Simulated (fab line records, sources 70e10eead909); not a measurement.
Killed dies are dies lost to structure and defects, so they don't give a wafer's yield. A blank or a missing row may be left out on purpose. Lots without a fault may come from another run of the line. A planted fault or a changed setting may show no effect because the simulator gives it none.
A struck lot beside a sound one | flow nand_harc | 40 steps out of a route of 1302
Sound: wafers L209.2, L209.3, L209.6. Struck: wafers L214.1, L214.2, L214.6. The cause comes at the end.
At each step with rows: each side's tool, then ch and its chambers, then its first start. Under that, the readings that differ: sound wafers | struck wafers | difference of the means | sigmas: that difference in standard deviations of wafers without a fault.
alike: readings whose means differ by less than 2 such deviations, and words and numbers that are the same on both sides. not compared: withheld readings, readings that some wafer has no value for, bounds like >300 that may hide the same value, and numbers for which the record gives no deviation and whose values overlap.
The two part at a step that has a row with sigmas, a row that says differs or no value, or rows on one side only. Numbers that don't overlap but have no deviation are shown without sigmas and don't part them. A reading that every wafer of one side lacks parts them only if that side has two wafers or more.

first, 4 steps without rows for these wafers: NHARC_P_CONTACT_EBR_08; NHARC_P_CONTACT_EXPOSE_09 (exposes mask P CA, target cd 90 nm); NHARC_P_CONTACT_PEB_10 (peb time 65 s); NHARC_P_CONTACT_DEVELOP_11 (develop time 35 s).
NHARC_P_CONTACT_CD_MEAS_12: target cd 90 nm.
  sound on cd_sem-03 ch 0, day 8 00:06; struck on cd_sem-02 ch 0, day 9 22:01
  alike: cd_nm
NHARC_P_CONTACT_OVL_MEAS_13:
  sound on overlay-02, day 8 00:11; struck on overlay-01, day 9 22:06
  reading           | sound       | struck         | difference | sigmas
  overlay_y_nm (nm) | 1.2 1.3 1.3 | -0.1 -0.4 -0.2 | -1.5       | -2
  alike: overlay_x_nm
NHARC_P_CONTACT_INSPECT_14:
  sound on defect_inspect-01, day 8 00:14; struck on defect_inspect-02, day 9 22:08
  alike: raw_defect_count
then, 1 step without rows for these wafers: NHARC_P_CONTACT_DESCUM_17 (chemistry O2, time 3 s).
NHARC_P_CONTACT_ETCH_35: etches the open film in CF4, target depth 39 nm, time 65 s.
  sound on rie_diel-01 ch 1,3, day 8 00:22; struck on rie_diel-01 ch 0,1, day 9 22:17
  alike: drypump_motor_current_A, oes_product_au, rf_fwd_power_W, rf_vpp_V, showerhead_plenum_p_Torr, throttle_valve_pct
  not compared: rf_hours_counter_h
NHARC_P_CONTACT_ETCH_36: etches the open film in N2/H2, target depth 260 nm, time 406.25 s.
  sound on rie_diel-01 ch 1,2,3; struck on rie_diel-01 ch 0,2,3
  alike: drypump_motor_current_A, oes_product_au, rf_fwd_power_W, rf_vpp_V, showerhead_plenum_p_Torr, throttle_valve_pct
  not compared: rf_hours_counter_h
then, 2 steps without rows for these wafers: NHARC_P_CONTACT_ETCH_18 (etches the open film in C4F8/O2/Ar, target depth 481 nm, time 240.5 s); NHARC_P_CONTACT_STRIP_37 (strips in C4F8/O2/Ar).
NHARC_P_CONTACT_ETCH_31: etches the open film in CH3F/O2, target depth 30 nm, time 85.7 s.
  sound on rie_diel-01 ch 1,2, day 8 01:02; struck on rie_diel-01 ch 0,1,2, day 9 22:57
  alike: drypump_motor_current_A, oes_product_au, rf_fwd_power_W, rf_vpp_V, showerhead_plenum_p_Torr, throttle_valve_pct
  not compared: rf_hours_counter_h
NHARC_P_CONTACT_CD_MEAS_19:
  sound on cd_sem-01, day 8 01:10; struck on cd_sem-02, day 9 23:04
  alike: cd_nm
NHARC_P_CONTACT_STRIP_28: strips in O2.
  sound on rie_diel-01 ch 0,1, day 8 01:14; struck on rie_diel-05 ch 0,1, day 9 23:08
  alike: drypump_motor_current_A, oes_product_au, rf_vpp_V, showerhead_plenum_p_Torr, throttle_valve_pct
  not compared: rf_hours_counter_h
then, 1 step without rows for these wafers: NHARC_P_CONTACT_STRIP_29 (strips in post etch residue remover, time 1200 s).
NHARC_P_CONTACT_DEGAS_38: time 60 s.
  sound on pvd_sputter-02, day 8 01:53; struck on pvd_sputter-01, day 9 23:50
  alike: heater_power_w
then, 16 steps without rows for these wafers: NHARC_P_CONTACT_PRE_CLEAN_39 (time 19.5 s); NHARC_P_CONTACT_PVD_32 (deposits Ti, target thk 5 nm, time 17.7 s); NHARC_P_CONTACT_ALD_22 (deposits TiN, target thk 3 nm, pulse time 1 s, ald cycles 150); NHARC_P_CONTACT_CVD_23 (deposits W, target thk 200 nm, time 557 s); NHARC_P_CONTACT_CMP_24 (polishes, t overpolish 30 s, target thk 200 nm); NHARC_P_CONTACT_SRD_26; NHARC_P_M0_DEP_00 (deposits SiOC, target thk 150 nm); NHARC_P_M0_DEHYDRATE_01 (time 120 s); NHARC_P_M0_HMDS_02 (time 30 s); NHARC_P_M0_COAT_33 (time 65 s); NHARC_P_M0_COAT_03 (resist thk 90 nm); NHARC_P_M0_SOFTBAKE_04 (time 55 s); NHARC_P_M0_EBR_05; NHARC_P_M0_EXPOSE_06 (exposes mask P M0, target cd 90 nm); NHARC_P_M0_PEB_07 (peb time 65 s); NHARC_P_M0_DEVELOP_08 (develop time 35 s).
NHARC_P_M0_CD_MEAS_09: target cd 90 nm.
  sound on cd_sem-03 ch 0, day 8 04:20; struck on cd_sem-02 ch 0, day 10 02:16
  alike: cd_nm
NHARC_P_M0_OVL_MEAS_10: pitch 180 nm.
  sound on overlay-01, day 8 04:25; struck on overlay-02, day 10 02:20
  alike: overlay_x_nm, overlay_y_nm
then, 2 steps without rows for these wafers: NHARC_P_M0_DESCUM_14 (chemistry O2, time 3 s); NHARC_P_M0_ETCH_34 (etches the open film in N2/H2, target depth 40 nm, overetch 12 nm, time 43.94 s).
NHARC_P_M0_ETCH_15: etches the open film in C4F8/Ar, target depth 150 nm, overetch 15 nm, time 82.5 s.
  sound on rie_diel-07 ch 1,3; struck on rie_diel-07 ch 0,1,3
  alike: oes_product_au, rf_fwd_power_W, rf_vpp_V
  not compared: rf_hours_counter_h
NHARC_P_M0_CD_MEAS_16:
  sound on cd_sem-01, day 8 04:52; struck on cd_sem-01, day 10 02:44
  alike: cd_nm
-- the record jumps here: 19 days lie between the struck wafers' starts before and after (it left off in module P_M0 and takes up again in module END, whose first step shown is number 1302 of the route) --
NHARC_END_SORT_01:
  the record has rows for the struck wafers here (prober-02 ch 0, day 28 15:19) and none for the sound ones

WHERE THEY PART
First at NHARC_P_CONTACT_OVL_MEAS_13; last, within this record, at NHARC_END_SORT_01.

WHY: what the simulator had put in
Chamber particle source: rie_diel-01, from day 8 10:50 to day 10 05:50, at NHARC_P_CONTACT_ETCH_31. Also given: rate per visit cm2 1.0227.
